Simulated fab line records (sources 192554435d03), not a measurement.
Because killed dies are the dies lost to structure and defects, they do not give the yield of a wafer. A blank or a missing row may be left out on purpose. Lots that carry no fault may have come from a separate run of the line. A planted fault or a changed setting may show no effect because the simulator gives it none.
Chamber matching -- flow n5 finfet -- 4 sister chambers for N5_BEOL_M4_ETCH_64 on rie diel-06
The step etches SOC in N2/H2, target depth 75 nm, overetch 22.5 nm, time 121.9 s. 8 wafers are shown with their chamber, then 8 later ones without.

## WAFERS WITH THEIR CHAMBER
wafer,chamber,showerhead plenum p Torr (Torr),throttle valve pct (%)
L076.4,1,2.55,17.71
L078.2,0,2.63,18.17
L079.1,1,2.55,17.71
L079.2,2,2.47,18.01
L081.2,3,2.48,17.69
L081.4,0,2.63,18.19
L081.5,3,2.48,17.70
L084.2,2,2.46,18.04

## WAFERS WITHOUT THEIR CHAMBER
wafer,showerhead plenum p Torr (Torr),throttle valve pct (%)
L084.5,2.54,17.72
L084.6,2.46,18.03
L088.1,2.46,18.06
L088.2,2.47,17.73
L088.4,2.63,18.17
L092.1,2.45,18.07
L092.2,2.62,18.22
L092.5,2.62,18.23

## EACH ONE'S CHAMBER
wafer,from the rows above,in truth
L084.5,1,1
L084.6,2,2
L088.1,2,2
L088.2,3,3
L088.4,0,0
L092.1,2,2
L092.2,0,0
L092.5,0,0
Placed correctly: 8 of 8. Number that these rows cannot place: 0. 0 placed wrongly.
How it was worked out, from the rows above alone: a wafer's distance from a chamber is the root of the sum, over the readings, of the square of ((its reading less the chamber's mean) divided by the reading's scatter). If the next closest chamber is less than 2 further off than the closest, the wafer can't be placed; otherwise it belongs to the closest. The mean given for a chamber averages the wafers shown for that chamber. The scatter: the root of (the sum of the squares of (reading less its chamber's mean) over the shown wafers, divided by (wafers less chambers)).
